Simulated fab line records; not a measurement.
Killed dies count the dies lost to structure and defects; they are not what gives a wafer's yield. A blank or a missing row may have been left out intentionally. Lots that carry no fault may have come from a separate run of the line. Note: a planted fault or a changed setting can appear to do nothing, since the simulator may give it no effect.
Split-lot experiment -- flow n5Finfet -- on a route of 1938 steps: 7 lots, 21 wafers read

== ON THE SPLIT ==
At N5_HKMG_FIN_ETCH_58 (etches SOC in N2/H2, target depth 215.8 nm, time 741 s), the setting sourceW was moved away from the recipe's 875 W on 5 of the 21 wafers read, by -17.6% to +16.2%. For the rest of the wafers, this setting stayed at what the recipe calls for.

The split's own step is where the reading is taken.

== THE READING ==
rfVppV, in V, at N5_HKMG_FIN_ETCH_58 (etches SOC in N2/H2, target depth 215.8 nm, time 741 s). On this fab line, fault-free wafers typically give 98.9 V with a standard deviation of 0.97 V.

wafer,"tool, chamber at the split","sourceW as run, W",against the recipe,"rfVppV, V",against lot-mates on the recipe
L081.2,"rieDiel-06, 1",875,recipe,98.8,-
L081.3,"rieDiel-06, 0",875,recipe,96.9,-
L081.4,"rieDiel-06, 0",875,recipe,98.4,-
L082.1,"rieDiel-01, 2",875,recipe,98.5,-
L082.4,"rieDiel-01, 2",875,recipe,98.8,-
L082.5,"rieDiel-01, 0",875,recipe,99.9,-
L083.1,"rieDiel-01, 1",875,recipe,98.6,-
L083.4,"rieDiel-01, 0",875,recipe,96.6,-
L083.6,"rieDiel-01, 2",875,recipe,98.7,-
L089.2,"rieDiel-01, 3",875,recipe,99.8,-
L089.3,"rieDiel-01, 0",875,recipe,99.6,-
L089.6,"rieDiel-01, 3",875,recipe,99.1,-
L092.4,"rieDiel-06, 2",721.4,-17.6%,106.5,+7.7
L092.5,"rieDiel-06, 3",721.4,-17.6%,106.1,+7.3
L092.6,"rieDiel-06, 0",875,recipe,98.8,-
L093.1,"rieDiel-06, 1",875,recipe,100.2,-
L093.3,"rieDiel-06, 2",811.9,-7.2%,102.0,+1.8
L093.5,"rieDiel-06, 3",811.9,-7.2%,100.4,+0.2
L094.2,"rieDiel-06, 2",875,recipe,99.2,-
L094.4,"rieDiel-06, 1",875,recipe,98.9,-
L094.6,"rieDiel-06, 3",1017,+16.2%,93.7,-5.4

THE FIT
A straight line over all 21 wafers: rfVppV changes by -0.384 V for each +1% of sourceW; r = -0.94; the points scatter about the line by 0.97 V.
The same after taking each lot's own level away (the mean of its wafers on the recipe; 21 wafers): -0.372 V for each +1%; r = -0.94; scatter 0.9 V.
According to that fit, moving sourceW by its largest amount changes the reading by 6.5 V.
Measured against the standard deviation above, the lots' own levels, which go from 97.97 to 100.20 V, span 2.3 times it.
Consequently the slope shifts little with the lot-to-lot level, the two slopes agreeing.
Check: +5.92 V against its lot-mates is what the line predicts for one of the wafers moved furthest among these (-17.6%) when that wafer is left out of the fit. It came out at +7.7 V against them.
Tool readings at the split's step, against how far the setting was moved: rfVppV r = -0.94.

== FURTHER SPLITS ON THESE WAFERS ==
Before the reading, these wafers also passed through other splits. Each is held against what the fit with the lots' levels taken away leaves over:
other split on the same wafers,wafers away from the commonest value,r with rfVppV (lot level and that fit taken away)
N5_SD_EPI_N_PRECLEAN_49 timeS,4,+0.36
N5_SDB_COAT_04 spinRpm,4,+0.07
N5_SDB_COAT_05 spinRpm,3,-0.12
N5_HKMG_FIN_ETCH_55 timeS,9,-0.01

== THE WHOLE CHAIN: every reading that the file lists as answering this split, in the file's order ==
step,what it does,reading,change (the file's fit),r (the file's)
N5_HKMG_FIN_ETCH_58,"etches SOC in N2/H2, target depth 215.8 nm, time 741 s",rfVppV,-0.363 V for each +1% of the setting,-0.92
N5_HKMG_FIN_ETCH_58,"etches SOC in N2/H2, target depth 215.8 nm, time 741 s","etch.depthNm (the simulator's own value, which no gauge read)",+2.02 nm for each +1% of the setting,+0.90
N5_HKMG_FIN_ETCH_58,"etches SOC in N2/H2, target depth 215.8 nm, time 741 s","SOC_of_HKMG_FIN_COAT_41.thkNm (the simulator's own value, which no gauge read)",-2.07 nm for each +1% of the setting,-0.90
N5_HKMG_FIN_ETCH_58,"etches SOC in N2/H2, target depth 215.8 nm, time 741 s","HKMG_FIN.featureDepthNm (the simulator's own value, which no gauge read)",+2.03 nm for each +1% of the setting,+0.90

== THE FILE'S OWN FIT ==
rfVppV changes by -0.363 V for each +1% of sourceW, r = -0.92.
